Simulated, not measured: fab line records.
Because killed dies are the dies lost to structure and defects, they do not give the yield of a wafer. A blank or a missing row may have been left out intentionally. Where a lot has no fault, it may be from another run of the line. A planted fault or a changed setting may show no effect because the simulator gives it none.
Comparing a struck lot with a sound one	flow n5_finfet	16 out of 1938 route steps
Sound: wafers L596.1, L596.4, L596.6. Struck: wafer L610.2 (L610.4, L610.6, from the same lot, were not struck and are left out); the cause is given at the end.
Per side, at each step with rows, come the tool, then ch with its chambers, and then its first start. Under that, the readings that differ: sound wafers	struck wafers	difference of the means	sigmas: that difference in standard deviations of wafers without a fault.
alike: readings whose means differ by less than 2 such deviations, and words and numbers that are the same on both sides. not compared: withheld readings, readings that some wafer has no value for, bounds like >300 that may hide the same value, and numbers for which the record gives no deviation and whose values overlap.
A row with sigmas, a row that says differs or no value, or rows on one side alone: a step with any of these is where the two part. When numbers do not overlap yet have no deviation, they are printed without sigmas and do not part them. A reading that every wafer of one side lacks parts them only if that side has two wafers or more.

N5_BEOL_M0_SAQP_ETCH_49: etches SiO2 in CF4/O2, target depth 37 nm.
  sound on rie_diel-03 ch 0,3, day 5 23:16; struck on rie_diel-06 ch 1, day 9 18:01
reading	sound	struck	difference	sigmas
drypump_motor_current_A (A)	6.3 6.3 6.2	5.3	-1.0	-2
rf_vpp_V (V)	243 241 246	235	-8	-2
  alike: oes_product_au, rf_fwd_power_W, showerhead_plenum_p_Torr, throttle_valve_pct
  not compared: rf_hours_counter_h
N5_BEOL_M0_SAQP_STRIP_75: strips in CF4.
  sound on rie_diel-03 ch 0,3, day 5 23:22; struck on rie_diel-06 ch 1, day 9 18:07
reading	sound	struck	difference	sigmas
drypump_motor_current_A (A)	6.3 6.3 6.2	5.3	-1.0	-2
  alike: oes_product_au, rf_fwd_power_W, rf_vpp_V, showerhead_plenum_p_Torr, throttle_valve_pct
  not compared: rf_hours_counter_h
then, 7 steps without rows for these wafers: N5_BEOL_M0_CUTY_COAT_50 (time 60 s, resist thk 15 nm); N5_BEOL_M0_CUTY_COAT_51 (resist thk 150 nm); N5_BEOL_M0_CUTY_EBR_52; N5_BEOL_M0_CUTY_SOFTBAKE_53 (time 60 s); N5_BEOL_M0_CUTY_EXPOSE_54 (exposes mask M0 ABLK); N5_BEOL_M0_CUTY_PEB_55 (peb time 60 s); N5_BEOL_M0_CUTY_DEVELOP_56 (develop time 30 s).
N5_BEOL_M0_CUTY_CD_MEAS_57 targets a cd of 200 nm.
  sound on cd_sem-03 ch 0, day 5 23:45; struck on cd_sem-01 ch 0, day 9 18:31
  alike: cd_nm
N5_BEOL_M0_CUTY_OVL_MEAS_58:
  sound on overlay-01 ch 0, day 5 23:47; struck on overlay-01 ch 0, day 9 18:32
  alike: M0_ABLK_OVL
N5_BEOL_M0_CUTY_INSPECT_59: inspects for defects (macro).
  sound: defect_inspect-01 at day 5 23:48; struck: defect_inspect-02 at day 9 18:34
  alike: raw_defect_count
N5_BEOL_M0_CUTY_DESCUM_61: chemistry O2, time 7.9 s.
  sound on rie_diel-01 ch 0,1,2, day 5 23:50; struck on rie_diel-02 ch 2, day 9 18:38
reading	sound	struck	difference	sigmas
model.CAR-ArF-block_of_BEOL_M0_CUTY_COAT_51.thk_nm (nm)	143.8 143.6 144	144.6	+0.8	
  alike: drypump_motor_current_A, oes_product_au, rf_vpp_V, showerhead_plenum_p_Torr, throttle_valve_pct
  not compared: rf_fwd_power_W, rf_hours_counter_h
N5_BEOL_M0_CUTY_ETCH_62: etches SiARC in CF4, time 58.5 s.
  sound on rie_diel-01 ch 0,1,2, day 5 23:52; struck on rie_diel-02 ch 2, day 9 18:40
  alike: drypump_motor_current_A, etch_rf_on_time_s, oes_product_au, rf_fwd_power_W, rf_vpp_V, showerhead_plenum_p_Torr, throttle_valve_pct
  not compared: rf_hours_counter_h
-- record jumps: 3 days separate the struck wafers' starts on either side; left off in module BEOL_M0_CUTY, taken up again in module BEOL_M4, whose first shown step is the route's number 1111 --
N5_BEOL_M4_RC_MEAS_101:
  sound on prober-02 ch 0, day 8 17:39; struck on prober-02 ch 0, day 12 14:17
  alike: DIBL_N, DIBL_P, IOFF_N, IOFF_P, ION_N, ION_P, SS_N, SS_P, VT_N, VT_P
after that, 1 step had no rows for these wafers: N5_PASSIVATION_PROBE_49.

== WHERE THEY PART ==
Earliest at N5_BEOL_M0_SAQP_ETCH_49; latest, in this record, at N5_BEOL_M0_SAQP_STRIP_75. Later steps at which nothing parts them and some readings are alike: N5_BEOL_M0_CUTY_CD_MEAS_57, N5_BEOL_M0_CUTY_OVL_MEAS_58, N5_BEOL_M0_CUTY_INSPECT_59, N5_BEOL_M0_CUTY_DESCUM_61, N5_BEOL_M0_CUTY_ETCH_62, N5_BEOL_M4_RC_MEAS_101.

WHY: the cause the simulator had injected
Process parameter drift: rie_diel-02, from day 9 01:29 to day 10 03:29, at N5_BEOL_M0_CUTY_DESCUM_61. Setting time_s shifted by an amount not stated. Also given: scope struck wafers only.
